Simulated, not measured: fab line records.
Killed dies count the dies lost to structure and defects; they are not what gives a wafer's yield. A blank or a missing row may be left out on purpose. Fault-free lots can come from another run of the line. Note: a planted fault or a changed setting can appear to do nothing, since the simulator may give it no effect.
Matching of chambers + flow n5Finfet + N5_BEOL_M10_CURE_72 on uvCure-01 has 3 sister chambers
The step cures SiCOH lowk, time 120 s. 6 wafers are shown with their chamber, then 7 later ones without.

== WAFERS PAIRED WITH THEIR CHAMBERS ==
| wafer  | chamber | wafer_temp_C_max | lampPowerPct (%) |
|--------|---------|------------------|------------------|
| L081.3 | 2       | 371.2            | 52.38            |
| L081.6 | 2       | 371.6            | 52.22            |
| L082.3 | 0       | 371.1            | 52.26            |
| L082.4 | 0       | 371.3            | 52.26            |
| L088.1 | 1       | 372.7            | 52.31            |
| L088.5 | 1       | 373.3            | 52.34            |

== WAFERS WITHOUT THEIR CHAMBER ==
| wafer  | wafer_temp_C_max | lampPowerPct (%) |
|--------|------------------|------------------|
| L088.6 | 373.4            | 52.29            |
| L094.3 | 371.4            | 52.36            |
| L094.4 | 371.4            | 52.34            |
| L094.6 | 371.5            | 52.36            |
| L097.2 | 373.6            | 52.29            |
| L097.4 | 372.9            | 52.34            |
| L097.6 | 372.8            | 52.34            |

== EACH ONE'S CHAMBER ==
| wafer  | from the rows above     | in truth |
|--------|-------------------------|----------|
| L088.6 | 1                       | 1        |
| L094.3 | can't be placed: 2 or 0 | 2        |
| L094.4 | can't be placed: 2 or 0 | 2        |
| L094.6 | can't be placed: 2 or 0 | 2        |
| L097.2 | 1                       | 1        |
| L097.4 | 1                       | 1        |
| L097.6 | 1                       | 1        |
Correct placement for 4 of the 7. Can't be placed from these rows: 3 (the true chamber is among the candidates in 3). Placed wrongly: 0.
How it was worked out, from the rows above alone: a wafer's distance from a chamber is the root of the sum, over the readings, of the square of ((its reading less the chamber's mean) divided by the reading's scatter). The wafer belongs to the nearest chamber; if the next one is less than 2 further off, it can't be placed. Each chamber's mean is taken over the wafers shown for it. How the scatter is found: for the shown wafers, subtract from each reading the mean of its chamber, square and add these, divide the total by (wafers less chambers), then take the root.
